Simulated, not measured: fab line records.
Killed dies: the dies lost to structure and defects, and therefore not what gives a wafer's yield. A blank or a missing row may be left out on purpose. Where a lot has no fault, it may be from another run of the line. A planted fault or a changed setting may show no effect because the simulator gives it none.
fab line records + flow nand-harc
[record]
- lots = 6
- wafers = 18
- last-day = 34
route steps=1302 shown THIN_TSV@1283 END@1302
lots that met no fault: from a run of the same line without faults
start-h: the number of hours between the record's first day and the start of the first shown wafer of the lot + wait-h: hours from the lot's prior step to this one + " identical to the entry in the row above + L1.1+2: a single row standing in for several wafers + - no value, or no start was given + * or withheld: withheld + < > ~ a bound
route shown NAME@n: NAME is a module with steps in the file, n the number in the route of the first one + usual: mean/standard deviation taken from wafers without a fault + same: alike in all rows + chamber/n: place in a boat + sites: each site's reading + _std_site: standard deviation across them + _edge_site: the outer-site mean with the inner-site mean subtracted + radius-mm: for every site, how far away it sits from the centre of the wafer + mask NAME#n: copy n + behind: the last tool/chamber to shape the wafer + hold: what put the lot on hold/how long, in hours/how the hold closed + device: the n, p or np transistor that did not switch + end of line: at the end of the route, the tests of the same wafers + a step without rows: its recipe alone + killed: at the first sort, the dies lost to defects and structure; wafer yield is something else + map: the dies of a wafer, with x for killed, . for not killed, _ for no die there
set.NAME: the setting as run; set.NAME@STEP: as run at that earlier step + model.NAME: the simulator's own value behind a step, which no gauge read
a table for each step, a row for each wafer; lots at some steps of the route
services: the hour from which a tool's chamber was out of use, counted from the record's first day as start-h (under 0 if before that day), plus the number of hours and why
[[steps]]
[step NHARC_THIN_TSV_DEHYDRATE_25]
[recipe]
- temp-c = 150
- time-s = 120
[step NHARC_THIN_TSV_HMDS_26]
[recipe]
- time-s = 30
[step NHARC_THIN_TSV_COAT_27]
[recipe]
- spin-rpm = *
[step NHARC_THIN_TSV_SOFTBAKE_28]
[recipe]
- temp-c = 122
- time-s = 95
[step NHARC_THIN_TSV_EBR_29]
[step NHARC_THIN_TSV_EXPOSE_30]
[recipe]
- na = 0.55
- dose-mj = 11.47
- mask-id = PAD
[step NHARC_THIN_TSV_PEB_31]
[recipe]
- peb-temp-c = 118
- peb-time-s = 85
[step NHARC_THIN_TSV_DEVELOP_32]
[recipe]
- time-s = 70
[step NHARC_THIN_TSV_CD_MEAS_33]
[recipe]
- target-cd-nm = 5000
- landing-energy-ev = 500
[usual]
- cd-nm = 5000.7/1.6
[same]
- landing-energy-ev = 500
| lot.wafer | tool      | chamber | start-h | wait-h | cd-nm  |
|-----------|-----------|---------|---------|--------|--------|
| L464.3    | cd-sem-03 | 0       | 571.78  | -      | 4999.9 |
| L464.4    | "         | 0       | "       | "      | 4999.7 |
| L464.5    | "         | 0       | "       | "      | 5001.4 |
| L471.3    | cd-sem-03 | 0       | 661.39  | -      | 5001.6 |
| L471.4    | "         | 0       | "       | "      | 5001.4 |
| L471.6    | "         | 0       | "       | "      | 5002.8 |
| L474.1    | cd-sem-03 | 0       | 709.56  | -      | 5000.5 |
| L474.4    | "         | 0       | "       | "      | 4999.8 |
| L474.6    | "         | 0       | "       | "      | 5001.5 |
| L477.2    | cd-sem-02 | 0       | 714.93  | -      | 4999.9 |
| L477.5    | "         | 0       | "       | "      | 4999.8 |
| L477.6    | "         | 0       | "       | "      | 4999.3 |
| L478.2    | cd-sem-01 | 0       | 738.35  | -      | 5002.6 |
| L478.5    | "         | 0       | "       | "      | 5000.7 |
| L478.6    | "         | 0       | "       | "      | 5003.5 |
| L483.1    | cd-sem-01 | 0       | 793.16  | -      | 5002.2 |
| L483.2    | "         | 0       | "       | "      | 4999.2 |
| L483.5    | "         | 0       | "       | "      | 5001.0 |
[step NHARC_THIN_TSV_HARDBAKE_34]
[recipe]
- temp-c = 125
- time-s = 80
[step NHARC_THIN_TSV_DESCUM_35]
[recipe]
- time-s = 3
- o2-flow-sccm = 200
- ar-flow-sccm = 0
- bias-power-w = 0
- chemistry = O2
[usual]
- drypump-motor-current-A = 5.8/0.49
- oes-product-au = 0.999/0.012
- rf-vpp-V = 58.0/0.74
- showerhead-plenum-p-Torr = 1.96/0.077
- throttle-valve-pct = 11.311/0.0096
| lot.wafer | tool        | chamber | start-h | wait-h | drypump-motor-current-A | oes-product-au | rf-hours-counter-h | rf-vpp-V | showerhead-plenum-p-Torr | throttle-valve-pct |
|-----------|-------------|---------|---------|--------|-------------------------|----------------|--------------------|----------|--------------------------|--------------------|
| L464.3    | rie-diel-10 | 1       | 571.95  | -      | 6.5                     | 1.008          | 10.0               | 56.0     | 1.85                     | 11.305             |
| L464.4    | "           | 1       | "       | "      | 6.5                     | 0.998          | -                  | 57.5     | 1.85                     | 11.303             |
| L464.5    | "           | 3       | "       | "      | 5.6                     | 0.998          | -                  | 57.9     | 2.03                     | 11.316             |
| L471.4    | rie-diel-10 | 2       | 661.55  | -      | 5.9                     | 0.971          | 2.5                | 58.2     | 1.95                     | 11.304             |
| L471.3    | "           | 0       | "       | "      | 5.2                     | 0.999          | 2.1                | 57.2     | 2.01                     | 11.296             |
| L471.6    | "           | 3       | "       | "      | 5.6                     | 0.993          | -                  | 59.0     | 2.03                     | 11.313             |
| L474.1    | rie-diel-10 | 3       | 709.76  | -      | 5.6                     | 1.002          | 6.0                | 57.7     | 2.02                     | 11.323             |
| L474.6    | "           | 0       | "       | "      | 5.2                     | 1.004          | -                  | 58.9     | 2.00                     | 11.323             |
| L474.4    | "           | 3       | "       | "      | 5.6                     | 1.003          | -                  | 55.9     | 2.02                     | 11.304             |
| L477.2    | rie-diel-10 | 0       | 715.08  | -      | 5.2                     | 1.001          | 6.1                | 58.1     | 2.00                     | 11.313             |
| L477.6    | "           | 0       | "       | "      | 5.2                     | 0.997          | -                  | 58.1     | 2.00                     | 11.292             |
| L477.5    | "           | 3       | "       | "      | 5.6                     | 0.993          | -                  | 59.2     | 2.02                     | 11.295             |
| L478.2    | rie-diel-06 | 3       | 738.51  | -      | 5.6                     | 0.985          | 3.6                | 57.5     | 2.04                     | 11.299             |
| L478.6    | "           | 3       | "       | "      | 5.6                     | 0.991          | -                  | 59.0     | 2.04                     | 11.330             |
| L478.5    | "           | 0       | "       | "      | 5.0                     | 1.018          | -                  | 59.1     | 1.97                     | 11.304             |
| L483.2    | rie-diel-10 | 2       | 793.35  | -      | 5.9                     | 0.994          | 0.8                | 57.7     | 1.95                     | 11.303             |
| L483.1    | "           | 3       | "       | "      | 5.6                     | 0.999          | 0.6                | 57.9     | 2.02                     | 11.323             |
| L483.5    | "           | 1       | "       | "      | 6.5                     | 1.012          | -                  | 57.8     | 1.85                     | 11.316             |
[step NHARC_THIN_TSV_ETCH_59]
[recipe]
- target-depth-a = 8800
- icp-w = 900
- bias-w = 100
- Cl2_flow_sccm = 60
- bcl3-flow-sccm = 30
- time-s = 138.1
- chemistry = Cl2/BCl3
[usual]
- bcl3-flow-sccm = 29.99/0.089
- drypump-motor-current-A = 5.8/0.32
- oes-product-au = 0.997/0.0063
- run-length-s = 159.4/0.38
- throttle-valve-pct = 22.263/0.0085
| lot.wafer | tool         | chamber | start-h | wait-h | bcl3-flow-sccm | drypump-motor-current-A | oes-product-au | rf-hours-counter-h | run-length-s | throttle-valve-pct |
|-----------|--------------|---------|---------|--------|----------------|-------------------------|----------------|--------------------|--------------|--------------------|
| L464.3    | rie-metal-01 | 1       | 572.16  | 0.2    | 30.00          | 5.7                     | 0.998          | -                  | 159.5        | 22.260             |
| L464.4    | "            | 0       | "       | "      | 30.16          | 6.1                     | 0.989          | -                  | 158.9        | 22.246             |
| L464.5    | "            | 1       | "       | "      | 30.00          | 5.7                     | 0.996          | -                  | 160.2        | 22.275             |
| L471.3    | rie-metal-01 | 1       | 661.75  | 0.2    | 30.01          | 5.6                     | 0.996          | -                  | 159.8        | 22.266             |
| L471.4    | "            | 0       | "       | "      | 30.01          | 6.1                     | 0.993          | -                  | 158.7        | 22.254             |
| L471.6    | "            | 1       | "       | "      | 29.93          | 5.7                     | 0.993          | -                  | 159.8        | 22.263             |
| L474.1    | rie-metal-01 | 1       | 709.88  | 0.1    | 29.99          | 5.7                     | 0.994          | 2.4                | 160.2        | 22.269             |
| L474.4    | "            | 1       | "       | "      | 29.89          | 5.7                     | 1.001          | -                  | 159.6        | 22.276             |
| L474.6    | "            | 0       | "       | "      | 30.00          | 6.1                     | 0.998          | -                  | 158.6        | 22.264             |
| L477.2    | rie-metal-01 | 0       | 715.27  | 0.2    | 30.18          | 6.1                     | 0.999          | 2.6                | 158.6        | 22.251             |
| L477.5    | "            | 1       | "       | "      | 29.89          | 5.6                     | 0.992          | -                  | 159.8        | 22.269             |
| L477.6    | "            | 0       | "       | "      | 30.06          | 6.1                     | 0.991          | -                  | 159.0        | 22.253             |
| L478.2    | rie-metal-03 | 0       | 738.67  | 0.2    | 30.10          | 5.5                     | 0.999          | 0.6                | 159.4        | 22.266             |
| L478.5    | "            | 1       | "       | "      | 29.97          | 5.2                     | 0.995          | -                  | 159.1        | 22.262             |
| L478.6    | "            | 0       | "       | "      | 30.03          | 5.5                     | 0.998          | -                  | 159.9        | 22.255             |
| L483.1    | rie-metal-03 | 1       | 793.45  | 0.1    | 30.04          | 5.2                     | 0.997          | 1.5                | 159.0        | 22.259             |
| L483.2    | "            | 1       | "       | "      | 30.17          | 5.2                     | 1.001          | -                  | 159.0        | 22.277             |
| L483.5    | "            | 1       | "       | "      | 29.92          | 5.2                     | 0.995          | -                  | 158.9        | 22.265             |
[step NHARC_THIN_TSV_ETCH_36]
[recipe]
- target-depth-a = 650
- over-etch-frac = 0.3
- time-s = 18.571
- ion-energy-ev = 150
- chemistry = Cl2/BCl3
[usual]
- drypump-motor-current-A = 5.8/0.32
- oes-product-au = 0.997/0.0082
- run-length-s = 39.8/0.41
[same]
- over-etch-frac = 0.3
| lot.wafer | tool         | chamber | start-h | wait-h | drypump-motor-current-A | oes-product-au | rf-hours-counter-h | run-length-s |
|-----------|--------------|---------|---------|--------|-------------------------|----------------|--------------------|--------------|
| L464.3    | rie-metal-01 | 0       | 572.36  | 0.2    | 6.1                     | 0.982          | -                  | 39.3         |
| L464.4    | "            | 1       | "       | "      | 5.7                     | 0.988          | -                  | 40.2         |
| L464.5    | "            | 1       | "       | "      | 5.7                     | 1.003          | -                  | 40.1         |
| L471.4    | rie-metal-01 | 0       | 661.95  | 0.1    | 6.1                     | 0.992          | -                  | 39.0         |
| L471.3    | "            | 1       | "       | "      | 5.7                     | 0.990          | -                  | 40.0         |
| L471.6    | "            | 1       | "       | "      | 5.6                     | 0.985          | -                  | 40.6         |
| L474.1    | rie-metal-01 | 0       | 710.14  | 0.2    | 6.1                     | 0.994          | 2.6                | 35.1         |
| L474.4    | "            | 1       | "       | "      | 5.6                     | 0.995          | -                  | 40.2         |
| L474.6    | "            | 1       | "       | "      | 5.7                     | 0.994          | -                  | 40.3         |
| L477.2    | rie-metal-01 | 0       | 715.50  | 0.2    | 6.1                     | 1.002          | 2.8                | 35.5         |
| L477.6    | "            | 1       | "       | "      | 5.6                     | 0.996          | -                  | 40.0         |
| L477.5    | "            | 0       | "       | "      | 6.1                     | 0.996          | -                  | 35.2         |
| L478.2    | rie-metal-03 | 1       | 738.89  | 0.2    | 5.2                     | 1.004          | 0.7                | 39.5         |
| L478.5    | "            | 1       | "       | "      | 5.2                     | 0.992          | -                  | 39.6         |
| L478.6    | "            | 0       | "       | "      | 5.5                     | 0.996          | -                  | 40.3         |
| L483.1    | rie-metal-03 | 1       | 793.92  | 0.4    | 5.2                     | 1.009          | 1.8                | 39.4         |
| L483.2    | "            | 1       | "       | "      | 5.2                     | 1.020          | -                  | 39.8         |
| L483.5    | "            | 1       | "       | "      | 5.2                     | 1.006          | -                  | 39.9         |
[step NHARC_THIN_TSV_STRIP_56]
[recipe]
- power-w = 1500
- temp-c = 250
- chemistry = O2
[usual]
- drypump-motor-current-A = 6.0/0.42
- heater-power-w = 320/26
| lot.wafer | tool            | chamber | start-h | wait-h | drypump-motor-current-A | heater-power-w | rf-hours-counter-h |
|-----------|-----------------|---------|---------|--------|-------------------------|----------------|--------------------|
| L464.3    | plasma-asher-01 | 0       | 572.54  | 0.2    | 6.5                     | 289            | -                  |
| L464.4    | "               | 1       | "       | "      | 5.5                     | 329            | -                  |
| L464.5    | "               | 0       | "       | "      | 6.6                     | 291            | -                  |
| L471.4    | plasma-asher-02 | 1       | 662.13  | 0.2    | 6.1                     | 299            | -                  |
| L471.3    | "               | 0       | "       | "      | 5.7                     | 353            | -                  |
| L471.6    | "               | 0       | "       | "      | 5.7                     | 350            | -                  |
| L474.1    | plasma-asher-02 | 0       | 710.23  | 0.1    | 5.7                     | 357            | 20                 |
| L474.4    | "               | 0       | "       | "      | 5.7                     | 349            | -                  |
| L474.6    | "               | 0       | "       | "      | 5.7                     | 351            | -                  |
| L477.2    | plasma-asher-01 | 0       | 715.59  | 0.1    | 6.5                     | 292            | 2                  |
| L477.6    | "               | 0       | "       | "      | 6.6                     | 293            | -                  |
| L477.5    | "               | 1       | "       | "      | 5.5                     | 322            | -                  |
| L478.2    | plasma-asher-01 | 0       | 739.04  | 0.1    | 6.5                     | 288            | 7                  |
| L478.6    | "               | 1       | "       | "      | 5.5                     | 333            | -                  |
| L478.5    | "               | 0       | "       | "      | 6.5                     | 293            | -                  |
| L483.1    | plasma-asher-02 | 1       | 794.06  | 0.1    | 6.1                     | 305            | 1                  |
| L483.2    | "               | 0       | "       | "      | 5.7                     | 348            | 1                  |
| L483.5    | "               | 1       | "       | "      | 6.1                     | 303            | -                  |
[step NHARC_END_SORT_01]
[recipe]
- temp-c = 25
[usual]
- defect-limited-yield = 92.0/2.8
- killed-at-array = 49/19
- killed-at-other = 0.9/1.1
- killed-at-periphery = 4.0/2.7
- killed-dies = 54/19
- killed-open = 3.3/1.8
- killed-short = 2.6/1.6
- sort_bin_2_pct = 2.9/1.2
- sort_bin_3_pct = 0.5/0.36
- sort_bin_4_pct = 4.6/1.5
- sort-n-pass = 623/19
- sort-rim-yield-pct = 91/4.7
- sort-yield-pct = 92.0/2.8
[same]
- gross-dies = 677
- sort_bin_5_pct[%] = 0
- sort_bin_6_pct[%] = 0
- sort_bin_7_pct[%] = 0
- sort_bin_8_pct[%] = 0
- sort-rim-n-gross = 106.00
| lot.wafer | tool      | chamber | start-h | wait-h | defect-limited-yield[%] | killed-at-array | killed-at-other | killed-at-periphery | killed-dies | killed-open | killed-short | sort_bin_2_pct[%] | sort_bin_3_pct[%] | sort_bin_4_pct[%] | sort-n-pass | sort-rim-yield-pct[%] | sort-yield-pct[%] |
|-----------|-----------|---------|---------|--------|-------------------------|-----------------|-----------------|---------------------|-------------|-------------|--------------|-------------------|-------------------|-------------------|-------------|-----------------------|-------------------|
| L464.3    | prober-01 | 0       | 584.69  | 3.1    | 86.7                    | 88              | 0               | 2                   | 90          | 1           | 0            | 5.2               | 1.6               | 6.5               | 587         | 88                    | 86.7              |
| L464.4    | prober-01 | 0       | 585.49  | 3.4    | 88.0                    | 76              | 0               | 5                   | 81          | 4           | 4            | 4.6               | 1.3               | 6.1               | 596         | 81                    | 88.0              |
| L464.5    | prober-01 | 0       | 586.28  | 3.7    | 91.4                    | 49              | 1               | 8                   | 58          | 1           | 2            | 3.2               | 1.0               | 4.3               | 619         | 85                    | 91.4              |
| L471.3    | prober-02 | 0       | 671.93  | 3.1    | 93.4                    | 39              | 0               | 6                   | 45          | 4           | 3            | 3.0               | 0.9               | 2.8               | 632         | 98                    | 93.4              |
| L471.4    | prober-02 | 0       | 672.72  | 3.4    | 94.8                    | 31              | 0               | 4                   | 35          | 1           | 5            | 1.3               | 0.6               | 3.2               | 642         | 91                    | 94.8              |
| L471.6    | prober-02 | 0       | 674.31  | 4.0    | 92.6                    | 39              | 0               | 11                  | 50          | 2           | 1            | 2.8               | 0.4               | 4.1               | 627         | 97                    | 92.6              |
| L477.2    | prober-02 | 0       | 731.12  | 2.8    | 92.3                    | 44              | 0               | 8                   | 52          | 5           | 5            | 2.7               | 0.3               | 4.7               | 625         | 90                    | 92.3              |
| L477.5    | prober-02 | 0       | 733.52  | 3.7    | 94.7                    | 24              | 0               | 12                  | 36          | 4           | 3            | 1.8               | 0.6               | 3.0               | 641         | 93                    | 94.7              |
| L477.6    | prober-02 | 0       | 734.32  | 4.0    | 95.6                    | 26              | 0               | 4                   | 30          | 3           | 1            | 1.3               | 0.3               | 2.8               | 647         | 97                    | 95.6              |
| L478.2    | prober-01 | 0       | 748.17  | 2.8    | 91.3                    | 54              | 0               | 5                   | 59          | 5           | 1            | 2.8               | 0.4               | 5.5               | 618         | 91                    | 91.3              |
| L478.5    | prober-01 | 0       | 750.61  | 3.8    | 91.3                    | 55              | 1               | 3                   | 59          | 6           | 2            | 2.7               | 0.4               | 5.6               | 618         | 96                    | 91.3              |
| L478.6    | prober-01 | 0       | 751.42  | 4.1    | 92.3                    | 44              | 1               | 7                   | 52          | 3           | 5            | 2.1               | 0.7               | 4.9               | 625         | 86                    | 92.3              |
// killed by level:class
L464.3 A_CHANNEL_HOLE_D2:chamber-film-flake=30 A_SLIT:chamber-film-flake=27 A_CHANNEL_HOLE_D1:chamber-film-flake=19 A_STAIRCASE:chamber-film-flake=7 A_CHANNEL_FILL_D2:chamber-film-flake=3 A_M0:geometric-particle:open=1 P_STI:chamber-film-flake=1 P_GATE:chamber-film-flake=1
L464.4 A_CHANNEL_HOLE_D1:chamber-film-flake=36 A_CHANNEL_HOLE_D2:chamber-film-flake=18 A_SLIT:chamber-film-flake=12 P_ZERO_WELL:chamber-film-flake=3 P_GATE:chamber-film-flake=2 A_STAIRCASE:chamber-film-flake=2 A_CHANNEL_HOLE_D1:geometric-particle:short=1 A_CHANNEL_FILL_D1:geometric-particle:short=1
L464.5 A_CHANNEL_HOLE_D2:chamber-film-flake=15 A_SLIT:chamber-film-flake=15 A_CHANNEL_HOLE_D1:chamber-film-flake=11 A_STAIRCASE:chamber-film-flake=4 P_ZERO_WELL:chamber-film-flake=3 P_STI:chamber-film-flake=2 P_GATE:chamber-film-flake=2 A_CONTACT:chamber-film-flake=2
L471.3 A_CHANNEL_HOLE_D2:chamber-film-flake=10 A_CHANNEL_HOLE_D1:chamber-film-flake=9 A_BONDPAD:chamber-film-flake=7 P_CONTACT:chamber-film-flake=3 A_CHANNEL_FILL_D1:geometric-particle:open=2 A_CHANNEL_FILL_D1:chamber-film-flake=2 A_CHANNEL_FILL_D2:chamber-film-flake=2 A_STAIRCASE:chamber-film-flake=2
L471.4 A_CHANNEL_HOLE_D2:chamber-film-flake=9 A_CHANNEL_HOLE_D1:chamber-film-flake=4 A_BONDPAD:chamber-film-flake=4 P_CONTACT:chamber-film-flake=3 A_CHANNEL_FILL_D2:chamber-film-flake=3 A_CHANNEL_FILL_D1:geometric-particle:short=2 A_STAIRCASE:chamber-film-flake=2 P_M0:geometric-particle:short=1
L471.6 A_CHANNEL_HOLE_D2:chamber-film-flake=20 P_CONTACT:chamber-film-flake=10 A_CHANNEL_HOLE_D1:chamber-film-flake=3 A_CHANNEL_FILL_D1:chamber-film-flake=3 A_BONDPAD:chamber-film-flake=3 A_STAIRCASE:chamber-film-flake=2 A_WL_FILL:chamber-film-flake=2 A_CHANNEL_FILL_D1:geometric-particle:open=1
L477.2 A_CHANNEL_HOLE_D1:chamber-film-flake=17 A_STAIRCASE:chamber-film-flake=8 P_GATE:chamber-film-flake=4 A_SLIT:chamber-film-flake=4 A_CHANNEL_HOLE_D2:geometric-particle:open=3 P_BONDPAD:chamber-film-flake=3 A_DECK1_JOINT:chamber-film-flake=2 A_CONTACT:chamber-film-flake=2
L477.5 A_STAIRCASE:chamber-film-flake=10 A_CHANNEL_HOLE_D1:chamber-film-flake=5 P_BONDPAD:chamber-film-flake=4 P_GATE:chamber-film-flake=3 A_CONTACT:chamber-film-flake=3 P_CONTACT:geometric-particle:short=2 P_M0:geometric-particle:open=2 A_SLIT:chamber-film-flake=2
L477.6 A_CHANNEL_HOLE_D1:chamber-film-flake=12 A_STAIRCASE:chamber-film-flake=8 A_WL_FILL:geometric-particle:open=2 A_SLIT:chamber-film-flake=2 P_CONTACT:geometric-particle:open=1 A_CHANNEL_FILL_D1:geometric-particle:short=1 P_ZERO_WELL:chamber-film-flake=1 P_STI:chamber-film-flake=1
L478.2 A_CHANNEL_HOLE_D1:chamber-film-flake=23 A_STAIRCASE:chamber-film-flake=7 A_CONTACT:chamber-film-flake=7 A_SLIT:chamber-film-flake=4 A_CHANNEL_HOLE_D2:chamber-film-flake=3 P_M0:geometric-particle:open=2 A_M0:geometric-particle:open=2 A_DECK1_JOINT:chamber-film-flake=2
L478.5 A_CHANNEL_HOLE_D1:chamber-film-flake=27 A_CHANNEL_HOLE_D2:chamber-film-flake=6 A_WL_FILL:chamber-film-flake=5 A_SLIT:chamber-film-flake=5 A_BLC:geometric-particle:open=2 A_STAIRCASE:chamber-film-flake=2 A_CONTACT:chamber-film-flake=2 P_M1:geometric-particle:short=1
L478.6 A_CHANNEL_HOLE_D1:chamber-film-flake=19 A_BONDPAD:chamber-film-flake=7 A_CONTACT:chamber-film-flake=6 A_SGD_CUT:geometric-particle:short=3 P_M2:chamber-film-flake=3 A_CHANNEL_HOLE_D2:chamber-film-flake=3 P_M0:geometric-particle:open=1 P_M1:geometric-particle:open=1
[[services]]
| tool            | chamber | start-h | hours | kind       |
|-----------------|---------|---------|-------|------------|
| rie-diel-06     | 1       | 569.42  | 7.6   | repair     |
| rie-diel-10     | 2       | 570.54  | 2.1   | repair     |
| rie-metal-01    | -       | 575.01  | 9.0   | pm         |
| rie-metal-01    | 0       | 575.01  | 9.0   | vent-cycle |
| rie-metal-01    | 1       | 575.01  | 9.0   | vent-cycle |
| rie-metal-01    | 0       | 584.01  | -     | clean      |
| rie-metal-01    | 1       | 584.01  | -     | clean      |
| rie-diel-10     | -       | 596.52  | 9.0   | pm         |
| plasma-asher-02 | -       | 603.70  | 9.0   | pm         |
| rie-diel-06     | 0       | 614.78  | 5.8   | repair     |
| rie-diel-06     | 0       | 636.80  | 7.5   | repair     |
| plasma-asher-02 | -       | 648.59  | 1.0   | repair     |
| rie-diel-06     | -       | 661.20  | 9.0   | pm         |
| plasma-asher-02 | -       | 669.57  | 7.9   | repair     |
| rie-metal-03    | -       | 696.12  | 9.0   | pm         |
| plasma-asher-01 | -       | 696.64  | 9.0   | pm         |
| rie-diel-06     | -       | 697.00  | 0.1   | repair     |
| rie-diel-10     | 1       | 708.96  | 9.0   | repair     |
| plasma-asher-02 | -       | 712.31  | 11.2  | repair     |
| rie-diel-06     | 2       | 747.88  | 9.3   | repair     |
| rie-metal-01    | -       | 752.01  | 9.0   | pm         |
| rie-diel-10     | -       | 773.52  | 9.0   | pm         |
| plasma-asher-02 | -       | 780.70  | 9.0   | pm         |
| rie-metal-03    | 0       | 791.85  | 5.0   | repair     |
[[key]]
[first-sign]
- step = NHARC_THIN_TSV_ETCH_36
- reading = run-length-s
- direction = down
- sigmas = 11
- usual = *
- struck = *
effect none on later readings
met-at NHARC_THIN_TSV_ETCH_36
struck-wafers L474.1,L477.2,L477.5
onset-between 661.95 710.14
[fault]
- kind = process-parameter-drift
- tool = rie-metal-01
- chamber = 0
- onset-h = 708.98
- steps = NHARC_THIN_TSV_ETCH_36
- channel = time-s
- offset = *
- shape = step
- end-h = 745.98
- acts-in = *
- stated = *
